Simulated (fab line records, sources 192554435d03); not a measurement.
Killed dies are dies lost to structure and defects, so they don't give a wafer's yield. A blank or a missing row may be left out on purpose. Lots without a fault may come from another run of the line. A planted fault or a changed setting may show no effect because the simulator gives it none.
A struck lot beside a sound one | flow n5_finfet | 36 steps out of a route of 1938
Sound: wafers L533.2, L533.3, L533.6. Struck: wafers L540.3, L540.6. (L540.5 of the same lot was not struck and is left out.) The cause comes at the end.
At each step with rows: each side's tool, then ch and its chambers, then its first start. Under that, the readings that differ: sound wafers | struck wafers | difference of the means | sigmas: that difference in standard deviations of wafers without a fault.
alike: readings whose means differ by less than 2 such deviations, and words and numbers that are the same on both sides. not compared: withheld readings, readings that some wafer has no value for, bounds like >300 that may hide the same value, and numbers for which the record gives no deviation and whose values overlap.
The two part at a step that has a row with sigmas, a row that says differs or no value, or rows on one side only. Numbers that don't overlap but have no deviation are shown without sigmas and don't part them. A reading that every wafer of one side lacks parts them only if that side has two wafers or more.

first, 8 steps without rows for these wafers: N5_BEOL_M7_SPUTTER_48 (material Cu, target thk 10 nm, time 1.667 s); N5_BEOL_M7_ECD_50 (material Cu, target thk 300 nm); N5_BEOL_M7_ANNEAL_51 (time 90 s); N5_BEOL_M7_CMP_52 (polishes, stops on SiCOH lowk, t overpolish 6.9 s, target thk 80 nm); N5_BEOL_M7_PRE_CLEAN_55 (time 15 s); N5_BEOL_M7_DEP_56 (deposits SiCN from 3MS/NH3, target thk 10 nm, time 17.5 s); N5_BEOL_M8_ILD_DEP_00 (deposits SiCOH lowk from DEMS/porogen, target thk 179.75 nm, time 33.4 s); N5_BEOL_M8_CURE_74 (cures SiCOH lowk, time 240 s).
N5_BEOL_M8_PECVD_70: deposits SiO2 from TEOS/O2, target thk 20 nm, time 22.7 s.
  sound on pecvd-03 ch 1,2, day 13 00:34; struck on pecvd-03 ch 0,1, day 14 10:37
  reading                                    | sound          | struck  | difference | sigmas
  model.SiO2_of_BEOL_M8_PECVD_70.thk_nm (nm) | 20.2 19.8 20.4 | 6.6 6.8 | -13.4      |
  alike: heater_power_w, showerhead_plenum_p_Torr, showerhead_vpp_V, throttle_valve_pct
then, 25 steps without rows for these wafers: N5_BEOL_M8_HM_DEP_02 (deposits TiN, target thk 20 nm); N5_BEOL_M8_COAT_59 (time 60 s, resist thk 100 nm); N5_BEOL_M8_COAT_60 (time 60 s, resist thk 35 nm); N5_BEOL_M8_COAT_05 (resist thk 90 nm); N5_BEOL_M8_EBR_07; N5_BEOL_M8_SOFTBAKE_06 (time 60 s); N5_BEOL_M8_EXPOSE_08 (exposes mask M8); N5_BEOL_M8_PEB_09 (peb time 60 s); N5_BEOL_M8_DEVELOP_10 (develop time 30 s); N5_BEOL_M8_DESCUM_16 (chemistry O2, time 7.9 s); N5_BEOL_M8_ETCH_61 (etches SiARC in CF4, target depth 45.5 nm, time 75.8 s); N5_BEOL_M8_ETCH_62 (etches SOC in N2/H2, target depth 110 nm, overetch 22 nm, time 165 s); N5_BEOL_M8_STRIP_68 (strips in N2/H2); N5_BEOL_M8_STRIP_67 (strips in CF4); N5_BEOL_M8_HM_OPEN_17 (chemistry Cl2/BCl3, target TiN, target depth 20 nm, overetch 6 nm); N5_BEOL_M8_STRIP_19 (strips in O2); N5_BEOL_M8_COAT_63 (time 60 s, resist thk 60 nm); N5_BEOL_M8_COAT_64 (time 60 s, resist thk 12 nm); N5_BEOL_M8_COAT_71 (time 60 s, resist thk 5 nm); N5_BEOL_M8_COAT_22 (resist thk 30 nm); N5_BEOL_M8_EBR_24; N5_BEOL_M8_SOFTBAKE_23 (time 60 s); N5_BEOL_M8_EXPOSE_25 (exposes mask V7, target cd 40 nm); N5_BEOL_M8_PEB_26 (peb time 60 s); N5_BEOL_M8_DEVELOP_27 (develop time 30 s).
N5_BEOL_M8_HM_STRIP_39: strips TiN in peroxide tin strip, target depth 25 nm, time 158 s.
  sound on wet_bench-04 ch 1,3,4, day 13 04:42; struck on wet_bench-03 ch 0,2, day 14 14:08
  reading                                    | sound          | struck  | difference | sigmas
  model.SiO2_of_BEOL_M8_PECVD_70.thk_nm (nm) | 20.2 19.6 20.4 | 6.6 6.6 | -13.5      |
  alike: bath_guard_temp_C
N5_BEOL_M8_CMP_52: polishes, stops on SiCOH lowk, t overpolish 6.9 s, target thk 80 nm.
  sound on cmp-01 ch 0,2, day 13 06:50; struck on cmp-02 ch 2, day 14 16:14
  reading                      | sound          | struck    | difference | sigmas
  barrier_field_endpoint_s (s) | 28.3 28.0 29.3 | 13.4 14.0 | -14.8      | -13
  alike: motor_current_A

WHERE THEY PART
Only at N5_BEOL_M8_CMP_52, within this record.

WHY: what the simulator had put in
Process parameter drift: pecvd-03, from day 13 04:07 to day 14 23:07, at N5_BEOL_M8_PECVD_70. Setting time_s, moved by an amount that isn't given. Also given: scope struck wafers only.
